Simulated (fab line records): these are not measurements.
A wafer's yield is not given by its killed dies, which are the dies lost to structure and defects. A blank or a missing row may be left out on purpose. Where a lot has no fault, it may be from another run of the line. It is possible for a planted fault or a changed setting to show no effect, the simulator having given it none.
fab line records	flow n5Finfet
record: lots: 11	wafers: 33	lastDay: 18
route steps=1938 shown TV_LITHO@1884 TV_OPEN@1887 PAD_METAL@1893 PASSIVATION@1915
lots with no fault: from the same line, run without faults
startH: start of the lot's first displayed wafer, in hours after the record's first day	waitH: hours since the lot's step before	" repeats the value in the row above	L1.1+2: several wafers, shown together as one row	- no value, or no start given	* or withheld: withheld	< > ~ a bound
route shown NAME@n: names a module that has steps shown in the file, with the first one's number in the route	usual: the fault-free wafers' mean and standard deviation	same: alike in all rows	chamber/n: place in a boat	sites: per-site readings	_std_site: the standard deviation of these	_edge_site: outer sites' mean less inner sites'	radiusMm: how far each site lies from the wafer's centre	mask NAME#n: copy n	behind: the last tool/chamber to shape the wafer	hold: reason for holding the lot/hours on hold/outcome of the hold	device: transistor that didn't switch, given as n, p or np	end of line: the same wafers' tests at the end of the route	a step without rows: its recipe alone	killed: dies that structure and defects cost at the first sort, which is not the same as the wafer's yield	map: shows each die of a wafer: x if killed, . if not, _ if none is there
set.NAME: the run value of the setting; set.NAME@STEP: its run value at that earlier step	model.NAME: the simulator's own value behind a step, which no gauge read
a sample of lots followed through the steps of the route, with each step as a table and each wafer as a row
services: the hour from which a tool's chamber was out of use, counted from the record's first day as startH (under 0 if before that day), plus the number of hours and why
== steps ==
step: N5_PASSIVATION_OVL_MEAS_60
recipe: pointsPerWafer: 44
usual: TV_OVL: 2/5.7
same: pointsPerWafer: 44
lot.wafer	tool	chamber	startH	waitH	TV_OVL[nm]
L705.1	overlay-01	0	286.69	0.0	-14
L705.3	"	0	"	"	-9
L705.5	"	0	"	"	-7
L708.1	overlay-01	0	301.07	0.0	-4
L708.3	"	0	"	"	-3
L708.5	"	0	"	"	-5
L710.3	overlay-01	0	311.38	0.0	0
L710.4	"	0	"	"	-5
L710.6	"	0	"	"	3
L709.2	overlay-01	0	314.70	0.0	4
L709.4	"	0	"	"	10
L709.5	"	0	"	"	-2
L711.1	overlay-01	0	317.40	0.0	9
L711.2	"	0	"	"	4
L711.6	"	0	"	"	-4
L713.2	overlay-01	0	325.69	0.0	8
L713.4	"	0	"	"	1
L713.6	"	0	"	"	6
L714.2	overlay-01	0	335.09	0.0	3
L714.4	"	0	"	"	3
L714.5	"	0	"	"	5
L723.2	overlay-02	0	384.60	0.0	11
L723.5	"	0	"	"	8
L723.6	"	0	"	"	11
L724.3	overlay-02	0	389.51	0.0	10
L724.4	"	0	"	"	8
L724.5	"	0	"	"	7
L727.1	overlay-01	0	429.53	0.0	5
L727.2	"	0	"	"	12
L727.3	"	0	"	"	1
L728.1	overlay-01	0	430.48	0.0	2
L728.4	"	0	"	"	-1
L728.5	"	0	"	"	1
step: N5_PASSIVATION_PASS_ETCH_74
recipe: chemistry: CF4/O2	target: SiNx	targetDepthA: 2200	timeS: 110	ionEnergyEv: 100	pressureMtorr: 40	sourceW: 535	biasW: 49	Ar_flow_sccm: 100	cf4FlowSccm: 100	O2_flow_sccm: 10
usual: chamberPressureMTorr: 40.01/0.036	drypumpMotorCurrentA: 5.5/0.49	oesProductAu: 0.79/0.075	rfVppV: 241/7.2	showerheadPlenumPTorr: 2.18/0.065	throttleValvePct: 16.1/0.34
lot.wafer	tool	chamber	startH	waitH	chamberPressureMTorr	drypumpMotorCurrentA	oesProductAu	rfHoursCounterH	rfVppV	showerheadPlenumPTorr	throttleValvePct
L705.1	rieDiel-02	0	287.40	0.0	40.05	5.9	0.73	209	234	2.18	16.4
L705.3	"	2	"	"	39.99	5.8	0.97	3	245	2.18	15.5
L705.5	"	0	"	"	40.03	5.9	0.72	-	234	2.18	16.4
L708.1	rieDiel-02	2	301.19	0.0	40.00	5.8	0.94	6	245	2.17	15.6
L708.3	"	1	"	"	40.00	5.9	0.81	106	229	2.13	15.7
L708.5	"	3	"	"	40.08	5.0	0.76	-	246	2.13	16.5
L710.3	rieDiel-04	0	311.66	0.0	39.98	5.6	0.88	33	236	2.16	16.1
L710.4	"	1	"	"	40.04	6.5	0.75	150	256	2.20	15.8
L710.6	"	1	"	"	40.00	6.5	0.75	-	257	2.20	15.8
L709.2	rieDiel-06	2	314.91	0.0	39.96	4.8	0.84	44	238	2.25	15.7
L709.4	"	0	"	"	39.97	5.3	0.80	105	245	2.14	16.3
L709.5	"	3	"	"	40.06	5.3	0.72	-	234	2.11	16.5
L711.1	rieDiel-04	1	317.52	0.0	40.02	6.5	0.74	152	256	2.20	15.8
L711.2	"	2	"	"	40.00	6.1	0.95	4	240	2.26	15.9
L711.6	"	2	"	"	40.01	6.1	0.94	-	241	2.26	15.9
L713.2	rieDiel-06	0	325.86	0.0	40.03	5.3	0.78	108	243	2.14	16.2
L713.4	"	1	"	"	40.00	5.2	0.87	31	253	2.34	15.8
L713.6	"	3	"	"	39.98	5.3	0.71	-	236	2.10	16.5
L714.2	rieDiel-04	2	336.02	0.0	40.04	6.1	0.92	9	240	2.26	15.9
L714.4	"	3	"	"	39.97	5.3	0.67	249	243	2.27	16.1
L714.5	"	1	"	"	40.02	6.5	0.74	-	256	2.19	15.8
L723.2	rieDiel-06	3	384.72	0.0	40.03	5.2	0.71	234	236	2.10	16.5
L723.5	"	0	"	"	39.99	5.4	0.77	-	244	2.14	16.3
L723.6	"	2	"	"	39.98	4.8	0.80	-	238	2.24	15.8
L724.3	rieDiel-06	0	389.64	0.0	40.00	5.3	0.77	125	243	2.14	16.3
L724.4	"	3	"	"	40.01	5.3	0.70	-	236	2.10	16.5
L724.5	"	2	"	"	40.02	4.8	0.81	-	239	2.24	15.8
L727.1	rieDiel-04	1	429.65	0.0	40.00	6.5	0.72	187	257	2.18	15.9
L727.2	"	2	"	"	40.09	6.1	0.86	42	241	2.25	16.0
L727.3	"	3	"	"	39.97	5.3	0.91	20	243	2.26	15.6
L728.1	rieDiel-06	2	430.63	0.0	40.04	4.8	0.78	84	239	2.24	15.8
L728.4	"	0	"	"	40.01	5.4	0.76	136	243	2.13	16.3
L728.5	"	2	"	"	40.03	4.8	0.78	-	239	2.24	15.8
step: N5_PASSIVATION_DEGAS_18
recipe: ambient: vacuum	tempC: 300	timeS: 60
usual: heaterPowerW: 471/31
lot.wafer	tool	chamber	startH	waitH	heaterPowerW
L705.1	pvdSputter-03	-	288.49	0.6	438
L705.3	"	-	"	"	457
L705.5	"	-	"	"	489
L708.1	pvdSputter-01	-	302.08	0.4	423
L708.3	"	-	"	"	514
L708.5	"	-	"	"	467
L710.3	pvdSputter-02	-	313.73	1.6	474
L710.4	"	-	"	"	448
L710.6	"	-	"	"	515
L709.2	pvdSputter-03	-	315.86	0.5	524
L709.4	"	-	"	"	480
L709.5	"	-	"	"	444
L711.1	pvdSputter-03	-	318.36	0.4	440
L711.2	"	-	"	"	514
L711.6	"	-	"	"	443
L713.2	pvdSputter-03	-	326.50	0.2	470
L713.4	"	-	"	"	461
L713.6	"	-	"	"	467
L714.2	pvdSputter-03	-	336.63	0.1	481
L714.4	"	-	"	"	489
L714.5	"	-	"	"	504
L723.2	pvdSputter-03	-	385.56	0.4	466
L723.5	"	-	"	"	468
L723.6	"	-	"	"	438
L724.3	pvdSputter-02	-	390.52	0.4	477
L724.4	"	-	"	"	464
L724.5	"	-	"	"	480
L727.1	pvdSputter-02	-	430.73	0.6	508
L727.2	"	-	"	"	456
L727.3	"	-	"	"	466
L728.1	pvdSputter-01	-	431.96	0.8	413
L728.4	"	-	"	"	518
L728.5	"	-	"	"	422
step: N5_PASSIVATION_PECVD_53
recipe: material: SiO2	targetThkA: 8000	tempC: 400	precursor: TEOS/O2	pressureTorr: 6.5	rfW: withheld	teosFlowSccm: withheld	gas: O2	flowSccm: 2650	timeS: 169.4
usual: susceptorTempC: 400.03/0.23
lot.wafer	tool	chamber	startH	waitH	susceptorTempC
L705.1	pecvd-04	0	290.57	0.0	400.12
L705.3	"	2	"	"	399.97
L705.5	"	2	"	"	399.90
L708.1	pecvd-01	2	304.07	0.0	400.09
L708.3	"	1	"	"	400.04
L708.5	"	1	"	"	400.27
L710.3	pecvd-02	1	315.82	0.0	399.92
L710.4	"	2	"	"	400.40
L710.6	"	0	"	"	400.08
L709.2	pecvd-01	1	318.21	0.0	399.81
L709.4	"	1	"	"	400.29
L709.5	"	1	"	"	400.44
L711.1	pecvd-01	1	320.33	0.0	399.87
L711.2	"	2	"	"	411.46
L711.6	"	1	"	"	400.29
L713.2	pecvd-02	2	328.46	0.0	399.92
L713.4	"	0	"	"	400.32
L713.6	"	1	"	"	400.16
L714.2	pecvd-04	0	338.88	0.0	400.13
L714.4	"	0	"	"	399.74
L714.5	"	2	"	"	400.24
L723.2	pecvd-02	0	387.53	0.0	399.77
L723.5	"	0	"	"	400.07
L723.6	"	2	"	"	400.27
L724.3	pecvd-04	2	392.63	0.0	399.98
L724.4	"	1	"	"	399.99
L724.5	"	2	"	"	400.12
L727.1	pecvd-04	1	432.58	0.0	400.31
L727.2	"	0	"	"	399.83
L727.3	"	2	"	"	399.64
L728.1	pecvd-02	2	433.93	0.0	399.85
L728.4	"	2	"	"	400.03
L728.5	"	0	"	"	400.05
step: N5_PASSIVATION_PROBE_49
usual: defectLimitedYield: 90.5/1.7	killed_at_M0_to_M3: 37/12	killed_at_M4_up: 14/5.2	killedAtContacts: 12/5.9	killedAtFrontEnd: 45/14	killedAtOther: 3.5/2.8	killedDies: 112/21	killedOpen: 73/15	killedShort: 36/8.9	sort_bin_5_function: 5.6/1.2	sort_bin_6_memory: 3.5/0.68	sort_bin_8_speed: 0.01/0.1	sortNPass: 1068/21	sortYieldPct: 90.5/1.8
same: grossDies: 1180	killedAtBackSide: 0	sort_bin_4_leakage[%]: 0
lot.wafer	tool	chamber	startH	waitH	defectLimitedYield[%]	killed_at_M0_to_M3	killed_at_M4_up	killedAtContacts	killedAtFrontEnd	killedAtOther	killedDies	killedOpen	killedShort	sort_bin_5_function[%]	sort_bin_6_memory[%]	sort_bin_8_speed[%]	sortNPass	sortYieldPct[%]
L710.3	prober-02	-	319.73	0.1	89.3	37	11	12	66	0	126	81	43	6.2	3.6	0	1054	89.3
L710.4	prober-02	-	319.78	0.2	89.3	43	14	5	63	1	126	88	37	6.3	3.8	0	1054	89.3
L710.6	prober-02	-	319.88	0.3	89.4	35	15	17	58	0	125	86	35	6.5	3.9	0	1055	89.4
L709.2	prober-01	-	322.17	0.1	90.1	36	25	15	37	4	117	76	36	5.6	3.8	0	1063	90.1
L709.4	prober-01	-	322.27	0.2	89.2	32	25	18	52	1	128	74	49	5.8	4.2	0	1052	89.2
L709.5	prober-01	-	322.32	0.2	89.9	45	13	12	45	4	119	74	44	5.9	3.7	0	1061	89.9
L713.2	prober-02	-	332.77	0.1	91.9	41	15	5	35	0	96	67	24	4.5	3.3	0	1084	91.9
L713.4	prober-02	-	332.87	0.2	90.5	28	12	12	58	2	112	82	26	5.3	4.0	0	1068	90.5
L713.6	prober-02	-	332.97	0.3	92.5	29	27	7	24	2	89	68	18	4.3	3.1	0	1091	92.5
killed by level:class
L710.3 STI_FIN_REVEAL:geometricParticle:open=20 FIN_SAQP:geometricParticle:short=13 FIN_SAQP:geometricParticle:open=12 BEOL_M0_SAQP:geometricParticle:short=12 BEOL_M0_SAQP:geometricParticle:open=11 MOL_CONTACT_COAG:geometricParticle:open=10 GATE_CUT:geometricParticle:short=9 BEOL_M4:geometricParticle:open=6
L710.4 STI_FIN_REVEAL:geometricParticle:open=23 FIN_SAQP:geometricParticle:open=15 BEOL_M2:geometricParticle:open=11 FIN_SAQP:geometricParticle:short=10 BEOL_M0_SAQP:geometricParticle:short=9 BEOL_M0_SAQP:geometricParticle:open=8 BEOL_M1:geometricParticle:open=6 MOL_CONTACT_COAG:geometricParticle:open=5
L710.6 FIN_SAQP:geometricParticle:open=17 MOL_CONTACT_COAG:geometricParticle:open=16 STI_FIN_REVEAL:geometricParticle:open=15 BEOL_M0_SAQP:geometricParticle:open=12 FIN_SAQP:geometricParticle:short=9 BEOL_M0_SAQP:geometricParticle:short=9 BEOL_M3:geometricParticle:open=8 BEOL_M4:geometricParticle:open=6
L709.2 BEOL_M2:geometricParticle:open=13 BEOL_M4:geometricParticle:open=13 MOL_CONTACT_COAG:geometricParticle:open=11 FIN_SAQP:geometricParticle:open=10 BEOL_M0_SAQP:geometricParticle:short=8 STI_FIN_REVEAL:geometricParticle:open=7 BEOL_M0_SAQP:geometricParticle:open=6 GATE_CUT:geometricParticle:open=5
L709.4 FIN_SAQP:geometricParticle:open=12 STI_FIN_REVEAL:geometricParticle:open=12 MOL_CONTACT_COAG:geometricParticle:open=11 BEOL_M3:geometricParticle:short=10 BEOL_M4:geometricParticle:open=9 FIN_SAQP:geometricParticle:short=8 MOL_CONTACT_COAG:geometricParticle:short=7 BEOL_M0_SAQP:geometricParticle:open=6
L709.5 FIN_SAQP:geometricParticle:open=11 BEOL_M0_SAQP:geometricParticle:short=11 MOL_CONTACT_COAG:geometricParticle:open=9 BEOL_M0_SAQP:geometricParticle:open=9 FIN_SAQP:geometricParticle:short=8 STI_FIN_REVEAL:geometricParticle:open=8 BEOL_M2:geometricParticle:open=6 BEOL_M3:geometricParticle:open=6
L713.2 BEOL_M0_SAQP:geometricParticle:open=8 BEOL_M2:geometricParticle:open=8 STI_FIN_REVEAL:geometricParticle:open=7 BEOL_M0_SAQP:geometricParticle:short=7 BEOL_M3:geometricParticle:open=6 FIN_SAQP:geometricParticle:short=5 BEOL_M4:geometricParticle:open=5 STARTING-WAFER:geometricParticle:open=5
L713.4 STI_FIN_REVEAL:geometricParticle:open=16 FIN_SAQP:geometricParticle:open=12 MOL_CONTACT_COAG:geometricParticle:open=11 BEOL_M2:geometricParticle:open=11 FIN_SAQP:geometricParticle:short=6 STARTING-WAFER:geometricParticle:open=6 BEOL_M0_SAQP:geometricParticle:open=5 DUMMY_GATE:geometricParticle:open=4
L713.6 BEOL_M4:geometricParticle:open=15 BEOL_M2:geometricParticle:open=14 STI_FIN_REVEAL:geometricParticle:open=7 FIN_SAQP:geometricParticle:open=4 MOL_CONTACT_COAG:geometricParticle:short=4 BEOL_M1:geometricParticle:open=4 DUMMY_GATE:geometricParticle:open=3 MOL_CONTACT_COAG:geometricParticle:open=3
== services ==
tool	chamber	startH	hours	kind
rieDiel-06	-	266.11	2.8	pm
rieDiel-04	0	266.58	4.5	repair
rieDiel-04	2	276.19	-	clean
rieDiel-04	2	276.19	-	consumableReplace:focusRing
rieDiel-04	2	276.19	25.5	scheduledDown
rieDiel-04	2	276.19	25.5	ventCycle
pvdSputter-02	-	288.91	7.9	repair
pecvd-02	2	301.11	4.4	repair
pvdSputter-02	-	303.50	6.2	repair
pecvd-04	-	309.26	0.5	repair
pecvd-02	-	313.43	2.2	repair
rieDiel-06	3	330.98	3.6	repair
rieDiel-04	3	338.27	-	clean
rieDiel-06	3	344.09	19.8	repair
rieDiel-06	0	359.62	9.0	repair
rieDiel-06	1	372.98	32.4	repair
pecvd-04	-	375.29	6.0	pm
rieDiel-06	0	375.92	6.5	repair
pecvd-02	-	376.41	2.8	pm
rieDiel-04	1	393.86	2.4	repair
pecvd-02	0	397.09	3.0	repair
rieDiel-06	0	417.59	3.8	repair
pecvd-01	-	430.48	4.9	repair
pvdSputter-03	-	430.89	0.9	repair
== key ==
firstSign: step: N5_PASSIVATION_PECVD_53	reading: susceptorTempC	direction: up	sigmas: 49	usual: *	struck: *
effect none on later readings
metAt N5_PASSIVATION_PECVD_53
struckLots L711
struckWafers L711.2
notActingAt N5_PASSIVATION_OVL_MEAS_60,N5_PASSIVATION_PASS_ETCH_74,N5_PASSIVATION_DEGAS_18
onsetBetween 304.07 320.33
fault: kind: processParameterDrift	tool: pecvd-01	chamber: 2	onsetH: 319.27	steps: N5_PASSIVATION_PECVD_53	channel: tempC	offset: *	shape: step	endH: 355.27	actsIn: *	stated: *
